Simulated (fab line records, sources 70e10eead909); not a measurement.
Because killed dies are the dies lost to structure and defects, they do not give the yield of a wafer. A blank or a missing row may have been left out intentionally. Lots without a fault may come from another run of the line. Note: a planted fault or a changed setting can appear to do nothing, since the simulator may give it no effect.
Struck lot and sound lot, side by side / flow nandHarc / 19 steps out of a route of 1159
Sound: these wafers, L580.1, L580.3, L580.4. Struck: wafers L586.2, L586.3. (L586.1 of the same lot was not struck and is left out.) The cause comes at the end.
Each step with rows lists, per side, the tool, then ch with its chambers, then its first start. Under that, the readings that differ: sound wafers / struck wafers / difference of the means / sigmas: that difference in standard deviations of wafers without a fault.
alike: readings whose means differ by less than 2 such deviations, and words and numbers that are the same on both sides. not compared: withheld readings, readings that some wafer has no value for, bounds like >300 that may hide the same value, and numbers for which the record gives no deviation and whose values overlap.
Wherever a step has rows on one side only, a row that says differs or no value, or a row with sigmas, the two part there. Numbers that have no deviation but don't overlap get no sigmas and don't part them. A reading missing from all wafers of one side parts the sides only when that side holds two or more wafers.

first, 1 step without rows for these wafers: NHARC_A_CONTACT_SRD_22.
NHARC_A_CONTACT_INSPECT_23:
  struck on defectInspect-01, day 19 14:39; sound on defectInspect-02, day 18 18:34
reading=rawDefectCount; sound=839 612 767; struck=340 432; difference=-353; sigmas=-3
then, 9 steps without rows for these wafers: NHARC_A_BLC_DEHYDRATE_00 (time 120 s); NHARC_A_BLC_HMDS_01 (time 30 s); NHARC_A_BLC_COAT_02 (time 75 s); NHARC_A_BLC_COAT_03 (time 65 s); NHARC_A_BLC_COAT_04 (resist thk 90 nm); NHARC_A_BLC_SOFTBAKE_05 (time 55 s); NHARC_A_BLC_EBR_06; NHARC_A_BLC_EXPOSE_07 (exposes mask A BLC, target cd 100 nm); NHARC_A_BLC_PEB_08 (peb time 65 s).
NHARC_A_BLC_DEVELOP_09: develop time 35 s.
  sound on lithoTrack-06 ch 0, day 18 19:00; struck on lithoTrack-04 ch 0, day 19 15:00
  alike: developerTempC
NHARC_A_BLC_CD_MEAS_10: target cd 100 nm.
  sound on cdSem-03 ch 0, day 18 19:05; struck on cdSem-02 ch 0, day 19 15:09
  alike: cdNm
NHARC_A_BLC_OVL_MEAS_11:
  struck on overlay-01, day 19 15:14; sound on overlay-01, day 18 19:10
  alike: overlayXNm, overlayYNm
NHARC_A_BLC_INSPECT_12:
  struck on defectInspect-01, day 19 15:17; sound on defectInspect-01, day 18 19:13
  alike: rawDefectCount
NHARC_A_BLC_DESCUM_15: chemistry O2, time 3 s.
  sound on rieDiel-05 ch 1,2,3, day 18 19:16; struck on rieDiel-12 ch 1,3, day 19 15:20
reading=rfHoursCounterH (h); sound=9 9 9; struck=5 6; difference=-4; sigmas=
reading=model.A_BLC.cdNm (nm); sound=99.62 99.87 99.55; struck=97.63 98.42; difference=-1.66; sigmas=
  alike: drypumpMotorCurrentA, oesProductAu, rfVppV, showerheadPlenumPTorr, throttleValvePct
NHARC_A_BLC_ETCH_16: etches the open film in CF4, target depth 39 nm, time 65 s.
  sound on rieDiel-05 ch 0,2,3, day 18 19:21; struck on rieDiel-12 ch 1,2, day 19 15:25
reading=rfHoursCounterH (h); sound=9 9 9; struck=6 6; difference=-3; sigmas=
reading=model.A_BLC.cdNm (nm); sound=99.17 99.61 99.55; struck=97.73 98.06; difference=-1.55; sigmas=
  alike: drypumpMotorCurrentA, oesProductAu, rfFwdPowerW, rfVppV, showerheadPlenumPTorr, throttleValvePct
NHARC_A_BLC_ETCH_17: etches the open film in N2/H2, target depth 390 nm, time 609.38 s.
  sound on rieDiel-05 ch 0,1,2; struck on rieDiel-12 ch 1,2
reading=rfHoursCounterH (h); sound=9 9 9; struck=6 6; difference=-3; sigmas=
  alike: drypumpMotorCurrentA, oesProductAu, rfFwdPowerW, rfVppV, showerheadPlenumPTorr, throttleValvePct
NHARC_END_SORT_01:
  the record has rows for the sound wafers here (prober-01 ch 0, day 20 16:40) and none for the struck ones

## WHERE THEY PART
At NHARC_A_CONTACT_INSPECT_23 first; at NHARC_END_SORT_01 last (within this record only).

WHY: the cause the simulator had injected
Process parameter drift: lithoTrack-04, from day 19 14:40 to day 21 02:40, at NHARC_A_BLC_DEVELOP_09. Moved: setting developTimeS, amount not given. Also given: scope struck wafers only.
